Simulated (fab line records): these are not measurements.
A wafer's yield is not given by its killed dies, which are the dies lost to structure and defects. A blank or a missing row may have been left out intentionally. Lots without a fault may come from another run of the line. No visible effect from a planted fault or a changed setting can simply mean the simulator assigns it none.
2 desks looking at one fault -- flow n5Finfet -- only its own numbers are on each desk; what lay behind them is given at the end

METROLOGY DESK
Lot by lot, what the gauges showed, no matter which tool ran the lot: averages of those sampled wafers that carry a number. A lot is out of limits, marked OUT, if its mean lies more than 4 standard deviations from the usual mean; the brackets give that distance. It has 10 readings; the 7 that lie furthest out on some lot are the ones shown.
Columns: A = DIBL_N at N5_BEOL_M4_RC_MEAS_101, usual 36.1 mV/V; B = IOFF_P at N5_BEOL_M4_RC_MEAS_101, usual 0.21 nA/um; C = ION_N at N5_BEOL_M4_RC_MEAS_101, usual 673 uA/um; D = ION_P at N5_BEOL_M4_RC_MEAS_101, usual 461 uA/um; E = SS_P at N5_BEOL_M4_RC_MEAS_101, usual 73.3 mV/dec; F = VT_N at N5_BEOL_M4_RC_MEAS_101, usual 250 mV; G = VT_P at N5_BEOL_M4_RC_MEAS_101, usual -250 mV
lot,first seen here,A,B,C,D,E,F,G
L313,day 8 07:31,36.7,0.22,678,461,73.3,248,-249
L321,day 10 17:31,36.7,0.21,671,458,73.6,249,-250
L322,day 10 18:57,35.4,0.17,669,455,73.0,253,-255
L323,day 11 06:13,35.2,0.21,680,471,72.8,248,-251
L324,day 11 10:46,35.5,0.19,663,456,73.1,251,-249
L327,day 11 19:40,34.1,0.19,658,459,72.8,252,-251
L332,day 13 07:11,36.4,0.24,671,468,73.5,250,-247
L333,day 13 12:44,37.4,0.25,679,465,73.9,247,-247
L334,day 13 13:10,37.0,0.25,680,470,72.9,246,-245
This desk found nothing out of limits on any of the 9 lots.

TOOL OWNER'S DESK, aldMetal-03
The tool's own readings at N5_HKMG_FIN_ALD_71 (deposits TiN, target thk 1 nm, pulse time 1 s, purge time 3 s): means of the sampled wafers that have a number, for each lot that ran on this tool. A lot is out of limits, marked OUT, if its mean lies more than 4 standard deviations from the usual mean; the brackets give that distance.
Columns: A = chamberPressureTorr at N5_HKMG_FIN_ALD_71, usual 2.999 Torr; B = heaterPowerW at N5_HKMG_FIN_ALD_71, usual 943 W; C = precursorPulseHeightRel at N5_HKMG_FIN_ALD_71, usual 1.000; D = susceptorTempC at N5_HKMG_FIN_ALD_71, usual 399.99 C
lot,first seen here,A,B,C,D
L321,day 6 14:20,3.006,1034,0.995,415.29 (+76) OUT
L324,day 7 08:06,2.997,1106,0.984,415.45 (+77) OUT
This desk's verdict: out of limits on L321, L324, starting with L321 at day 6 14:20 (susceptorTempC at N5_HKMG_FIN_ALD_71). In limits: none.

ALL TOGETHER
An alarm could have come from the tool owner's desk at day 6 14:20, on L321, L324.
From the metrology desk's view, nothing was out of limits.
The metrology desk has L321, L324 on record, within its limits.
Every lot named ran N5_HKMG_FIN_ALD_71 on aldMetal-03.

WHAT THE SIMULATOR HAD PUT IN
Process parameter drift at N5_HKMG_FIN_ALD_71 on aldMetal-03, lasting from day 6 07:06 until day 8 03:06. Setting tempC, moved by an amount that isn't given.
Struck lots among those shown: L321, L324.
Each desk's first reading out of limits, in hours after the fault started: the tool owner's desk, 7.
